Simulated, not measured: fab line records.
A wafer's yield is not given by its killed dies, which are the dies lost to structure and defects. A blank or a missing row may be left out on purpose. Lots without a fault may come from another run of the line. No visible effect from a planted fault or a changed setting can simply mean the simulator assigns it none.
Which of the tools did it? | flow nand-harc | Sampling: 11 lots, 33 wafers, 5 of 1159 route steps

WHAT THE GAUGES READ, wafer by wafer
NHARC_A_CONTACT_INSPECT_10.
lot  | measured     | on                | raw-defect-count
L961 | day 16 23:14 | defect-inspect-02 | 27 19 26
L965 | day 17 10:40 | defect-inspect-02 | 20 29 22
L962 | day 17 11:55 | defect-inspect-02 | 11 19 18
L963 | day 17 16:25 | defect-inspect-01 | 29 29 31
L966 | day 18 06:58 | defect-inspect-01 | 9 11 10
L967 | day 18 14:58 | defect-inspect-02 | 24 15 17
L964 | day 18 15:53 | defect-inspect-01 | 35 50 37
L968 | day 19 05:07 | defect-inspect-02 | 49 34 46
L973 | day 20 12:46 | defect-inspect-02 | 45 43 37
L977 | day 21 08:47 | defect-inspect-01 | 14 14 12
L979 | day 21 17:26 | defect-inspect-02 | 64 41 67

NHARC_END_SORT_01.
lot  | measured     | on        | killed-at-array | killed-at-other | killed-at-periphery | killed-dies | killed-open | killed-short
L973 | day 22 19:19 | prober-02 | 31 48 33        | 0 0 0           | 1 1 2               | 32 49 35    | 2 3 2       | 2 4 3
L977 | day 24 01:08 | prober-02 | 12 420 11       | 0 0 0           | 5 4 6               | 17 424 17   | 3 4 7       | 2 3 1
L979 | day 24 05:08 | prober-01 | 438 41 398      | 0 0 0           | 4 3 4               | 442 44 402  | 5 4 3       | 1 0 1

WHICH TOOL RAN EACH LOT (tool, then ch and the chambers of the sampled wafers, then the start)
lot  | NHARC_A_CONTACT_ETCH_30                       | NHARC_A_CONTACT_ETCH_110           | NHARC_A_BLC_ETCH_16
L961 | rie-diel-07 ch 0,2, day 17 03:00 or earlier   | rie-diel-07 ch 0,1,2, day 17 03:00 | rie-diel-11 ch 0,3, day 17 08:52
L965 | rie-diel-01 ch 1,2,3, day 17 13:37 or earlier | rie-diel-07 ch 0,1,2, day 17 13:37 | rie-diel-09 ch 0,1, day 17 16:36
L962 | rie-diel-01 ch 0,1,3, day 17 14:47 or earlier | rie-diel-07 ch 0,2,3, day 17 14:47 | rie-diel-09 ch 2,3, day 17 21:28
L963 | rie-diel-07 ch 0,1,2, day 17 19:04 or earlier | rie-diel-07 ch 0,2,3, day 17 19:04 | rie-diel-11 ch 0,2,3, day 17 22:02
L966 | rie-diel-08 ch 0,2,3, day 18 09:43 or earlier | rie-diel-01 ch 0,1,3, day 18 09:43 | rie-diel-11 ch 0,1,3, day 18 13:31
L967 | rie-diel-07 ch 2,3, day 18 17:50 or earlier   | rie-diel-08 ch 2,3, day 18 17:50   | rie-diel-09 ch 1,3, day 18 20:47
L964 | rie-diel-01 ch 2,3, day 18 19:58 or earlier   | rie-diel-08 ch 1,3, day 18 19:58   | rie-diel-09 ch 0,2,3, day 18 22:47
L968 | rie-diel-07 ch 0,2,3, day 19 07:46 or earlier | rie-diel-07 ch 1,2, day 19 07:46   | rie-diel-09 ch 0,2,3, day 19 15:29
L973 | rie-diel-07 ch 1,2,3, day 20 15:26 or earlier | rie-diel-07 ch 1,2,3, day 20 15:26 | rie-diel-09 ch 1,2,3, day 20 18:44
L977 | rie-diel-07 ch 2,3, day 21 11:26 or earlier   | rie-diel-08 ch 0,2,3, day 21 11:26 | rie-diel-09 ch 0,1, day 21 22:31
L979 | rie-diel-07 ch 2,3, day 21 20:20 or earlier   | rie-diel-08 ch 0,2, day 21 20:20   | rie-diel-09 ch 0,2, day 22 02:10
- NHARC_A_CONTACT_ETCH_30: etches the open film in CF4/CHF3, target depth 60.5 nm, time 30.2 s.
- NHARC_A_CONTACT_ETCH_110: etches the open film in CF4/O2, target depth 50 nm, overetch 5 nm, time 27.5 s.
- NHARC_A_BLC_ETCH_16: etches the open film in CF4, target depth 39 nm, time 65 s.

WHAT THE TOOLS THEMSELVES READ (means of the sampled wafers that have a number; where no wafer has one, the mark that the record gives instead)
NHARC_A_CONTACT_ETCH_30.
lot  | tool        | cf4-flow-sccm (sccm) | drypump-motor-current-A (A) | oes-product-au (a.u.) | rf-vpp-V (V) | run-length-s (s) | showerhead-plenum-p-Torr (Torr) | throttle-valve-pct (%)
L961 | rie-diel-07 | 100.1                | 5.6                         | 0.924                 | 369.0        | 51.4             | 1.51                            | 16.806
L965 | rie-diel-01 | 99.9                 | 5.4                         | 0.917                 | 371.7        | 51.6             | 1.57                            | 16.805
L962 | rie-diel-01 | 100.0                | 5.5                         | 0.922                 | 371.4        | 52.0             | 1.62                            | 16.804
L963 | rie-diel-07 | 100.3                | 5.5                         | 0.922                 | 370.5        | 51.6             | 1.56                            | 16.804
L966 | rie-diel-08 | 100.0                | 5.7                         | 0.924                 | 372.8        | 51.7             | 1.63                            | 16.801
L967 | rie-diel-07 | 100.0                | 5.9                         | 0.933                 | 370.3        | 51.4             | 1.56                            | 16.800
L964 | rie-diel-01 | 100.3                | 5.4                         | 0.916                 | 370.5        | 52.0             | 1.57                            | 16.805
L968 | rie-diel-07 | 100.4                | 6.0                         | 0.929                 | 369.5        | 52.1             | 1.55                            | 16.798
L973 | rie-diel-07 | 99.5                 | 5.9                         | 0.925                 | 371.3        | 51.5             | 1.61                            | 16.802
L977 | rie-diel-07 | 99.9                 | 5.9                         | 0.932                 | 369.7        | 51.5             | 1.56                            | 16.806
L979 | rie-diel-07 | 99.7                 | 5.9                         | 0.929                 | 369.0        | 51.3             | 1.56                            | 16.801

NHARC_A_CONTACT_ETCH_110.
lot  | tool        | cf4-flow-sccm (sccm) | drypump-motor-current-A (A) | oes-product-au (a.u.) | rf-vpp-V (V) | run-length-s (s) | showerhead-plenum-p-Torr (Torr) | throttle-valve-pct (%)
L961 | rie-diel-07 | 80.14                | 5.5                         | 1.004                 | 197.7        | 48.6             | 1.32                            | 13.395
L965 | rie-diel-07 | 80.04                | 5.5                         | 0.993                 | 197.2        | 48.7             | 1.32                            | 13.393
L962 | rie-diel-07 | 80.09                | 6.0                         | 1.003                 | 197.3        | 49.0             | 1.32                            | 13.406
L963 | rie-diel-07 | 79.75                | 6.0                         | 1.002                 | 198.0        | 48.9             | 1.32                            | 13.399
L966 | rie-diel-01 | 79.98                | 5.6                         | 0.994                 | 198.0        | 49.1             | 1.37                            | 13.404
L967 | rie-diel-08 | 79.82                | 5.9                         | 0.992                 | 198.9        | 49.1             | 1.39                            | 13.391
L964 | rie-diel-08 | 79.62                | 5.7                         | 1.005                 | 197.7        | 48.9             | 1.34                            | 13.401
L968 | rie-diel-07 | 80.02                | 5.4                         | 0.999                 | 198.7        | 48.6             | 1.37                            | 13.403
L973 | rie-diel-07 | 79.83                | 5.9                         | 0.998                 | 198.0        | 48.8             | 1.36                            | 13.404
L977 | rie-diel-08 | 80.01                | 5.7                         | 0.998                 | 198.9        | 49.0             | 1.38                            | 13.401
L979 | rie-diel-08 | 80.10                | 5.6                         | 0.990                 | 198.2        | 48.9             | 1.38                            | 13.401

NHARC_A_BLC_ETCH_16.
lot  | tool        | cf4-flow-sccm (sccm) | drypump-motor-current-A (A) | oes-product-au (a.u.) | rf-vpp-V (V) | run-length-s (s) | showerhead-plenum-p-Torr (Torr) | throttle-valve-pct (%)
L961 | rie-diel-11 | 150.0                | 5.55                        | 1.000                 | 148.8        | 86.3             | 1.69                            | 13.271
L965 | rie-diel-09 | 149.9                | 5.60                        | 1.002                 | 152.2        | 86.8             | 1.85                            | 13.297
L962 | rie-diel-09 | 150.0                | 5.63                        | 1.005                 | 149.7        | 85.6             | 1.68                            | 13.283
L963 | rie-diel-11 | 149.9                | 5.62                        | 0.994                 | 150.6        | 86.6             | 1.70                            | 13.279
L966 | rie-diel-11 | 149.9                | 5.59                        | 1.002                 | 150.2        | 86.9             | 1.72                            | 13.292
L967 | rie-diel-09 | 149.5                | 5.65                        | 1.011                 | 151.5        | 86.1             | 1.82                            | 13.293
L964 | rie-diel-09 | 150.1                | 5.58                        | 1.010                 | 150.0        | 86.2             | 1.71                            | 13.289
L968 | rie-diel-09 | 150.0                | 5.57                        | 1.008                 | 150.8        | 86.0             | 1.71                            | 13.289
L973 | rie-diel-09 | 150.2                | 5.68                        | 0.992                 | 150.9        | 86.3             | 1.74                            | 13.285
L977 | rie-diel-09 | 150.4                | 5.61                        | 1.003                 | 153.0        | 80.3             | 1.85                            | 13.282
L979 | rie-diel-09 | 150.1                | 5.50                        | 0.990                 | 151.1        | 74.0             | 1.75                            | 13.281

THE ANSWER, worked out from the rows above alone
Rule: usual is defined by the lots themselves. The widest of any qualifying gaps counts: lots, ordered by their means at a reading, are off when they make up no more than a third of the lots, leave a main group of 4 or more, and stand apart from it by 3 or more times the standard deviation of that group's means. Not used: any main group whose means are identical at the precision the tables above print for the reading. A lot without any number at a reading at which 4 lots or more have one is off too. All remaining lots with rows at the step are treated as sound. First the gauges in route order, then the tools' own readings, where a lot's mean is used as printed above. At the first step where some lot is off, the reading lying furthest off is the one used; lots without a number count as furthest.
Off: L977, L979, at NHARC_A_BLC_ETCH_16 (run-length-s). For the main group the mean is 86.3 s and the standard deviation 0.38.
A tool fits if, at that step or a process step before it, it ran every lot that is off, and no sound lot after the first of them. With no start given for some of its lots, NHARC_A_CONTACT_ETCH_30 uses the hours and lot order of NHARC_A_CONTACT_ETCH_110. Can't be told from this: 3 tools fit, rie-diel-07 at NHARC_A_CONTACT_ETCH_30, rie-diel-08 at NHARC_A_CONTACT_ETCH_110, rie-diel-09 at NHARC_A_BLC_ETCH_16.

WHAT HAD BEEN PUT IN BY THE SIMULATOR
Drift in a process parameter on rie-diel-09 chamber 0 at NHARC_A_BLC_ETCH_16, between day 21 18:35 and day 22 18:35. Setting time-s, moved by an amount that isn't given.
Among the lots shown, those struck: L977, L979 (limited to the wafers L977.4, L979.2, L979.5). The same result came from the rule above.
